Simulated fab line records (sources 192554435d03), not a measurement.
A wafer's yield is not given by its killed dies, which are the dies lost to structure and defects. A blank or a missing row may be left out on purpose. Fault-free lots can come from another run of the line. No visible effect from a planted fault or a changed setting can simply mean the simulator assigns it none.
Split-lot study    flow n5-finfet    7 lots, 21 wafers read, on a route of 1938 steps

ON THE SPLIT
At N5_BEOL_M1_EXPOSE_08 (exposes mask M1), the setting dose-mj was moved away from the recipe's 33 on 5 of the 21 wafers read, by -4.0% to +3.3%. All remaining wafers had this setting at the recipe value.

FROM THE SPLIT TO THE READING: what the file shows between them, 2 steps
- N5_BEOL_M1_PEB_09: peb time 60 s
- N5_BEOL_M1_DEVELOP_10: develop time 30 s

THE READING
Shown in nm: cd-nm at N5_BEOL_M1_CD_MEAS_11, with target cd 17.05 nm. Typical for fault-free wafers on this fab line: 17.15 nm, with standard deviation 0.25 nm.

wafer   tool, chamber at the split  dose-mj as run  against the recipe  cd-nm, nm  against lot-mates on the recipe
L075.3  euv-scanner-01, 0           34.08           +3.3%               17.70      +0.82
L075.4  euv-scanner-01, 0           33              recipe              16.88      -
L075.5  euv-scanner-01, 0           33              recipe              16.89      -
L076.1  euv-scanner-01, 0           33              recipe              17.50      -
L076.4  euv-scanner-01, 0           33              recipe              17.09      -
L076.6  euv-scanner-01, 0           33              recipe              17.21      -
L077.2  euv-scanner-01, 0           33.69           +2.1%               17.82      +0.24
L077.3  euv-scanner-01, 0           33              recipe              17.58      -
L077.6  euv-scanner-01, 0           33.69           +2.1%               17.72      +0.14
L078.1  euv-scanner-01, 0           33              recipe              17.25      -
L078.3  euv-scanner-01, 0           33              recipe              17.31      -
L078.5  euv-scanner-01, 0           33              recipe              17.39      -
L082.1  euv-scanner-02, 0           33              recipe              17.22      -
L082.3  euv-scanner-02, 0           33              recipe              17.36      -
L082.5  euv-scanner-02, 0           33              recipe              17.03      -
L089.2  euv-scanner-02, 0           33              recipe              17.49      -
L089.4  euv-scanner-02, 0           31.68           -4.0%               16.51      -0.98
L089.6  euv-scanner-02, 0           31.68           -4.0%               16.41      -1.08
L090.2  euv-scanner-01, 0           33              recipe              16.93      -
L090.5  euv-scanner-01, 0           33              recipe              16.81      -
L090.6  euv-scanner-01, 0           33              recipe              17.02      -

FIT RESULTS
A straight line over all 21 wafers: cd-nm changes by +0.193 nm for each +1% of dose-mj; r = +0.81; the points scatter about the line by 0.23 nm.
The same after taking each lot's own level away (the mean of its wafers on the recipe; 21 wafers): +0.227 nm for each +1%; r = +0.94; scatter 0.14 nm.
On that fit, the largest move of dose-mj shifts the reading by 0.91 nm.
Measured against the standard deviation above, the lots' own levels, which go from 16.885 to 17.580 nm, span 2.8 times it.
So the slope is not independent of the lot-to-lot level: the two fits are not the same.
Check: with one of the wafers moved furthest among these (-4.0%) left out of the fit, the line predicts -0.923 nm for it against its lot-mates. It came out at -0.98 nm against them.

FURTHER SPLITS ON THESE WAFERS
Other splits were also applied to these wafers ahead of the reading. Each is held against what the fit with the lots' levels taken away leaves over:
other split on the same wafers    wafers away from the commonest value  r with cd-nm (lot level and that fit taken away)
N5_BEOL_M0_SAQP_COAT_69 spin-rpm  4                                     +0.15

THE WHOLE CHAIN: every reading that the file lists as answering this split, in the file's order
step                   what it does                                                 reading                                                                change (the file's fit)                r (the file's)
N5_BEOL_M1_CD_MEAS_11  target cd 17.05 nm                                           cd-nm                                                                  +0.232 nm for each +1% of the setting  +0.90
N5_BEOL_M1_ETCH_74     etches underlayer in N2/H2, target depth 6.5 nm, time 5.2 s  BEOL_M1.cd-offset-nm (the simulator's own value, which no gauge read)  +0.2 nm for each +1% of the setting    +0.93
N5_BEOL_M1_ETCH_63     etches SiARC in CF4, target depth 15.6 nm, time 26 s         BEOL_M1.cd-offset-nm (the simulator's own value, which no gauge read)  +0.213 nm for each +1% of the setting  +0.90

THE FILE'S OWN FIT
cd-nm changes by +0.232 nm for each +1% of dose-mj, r = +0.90.
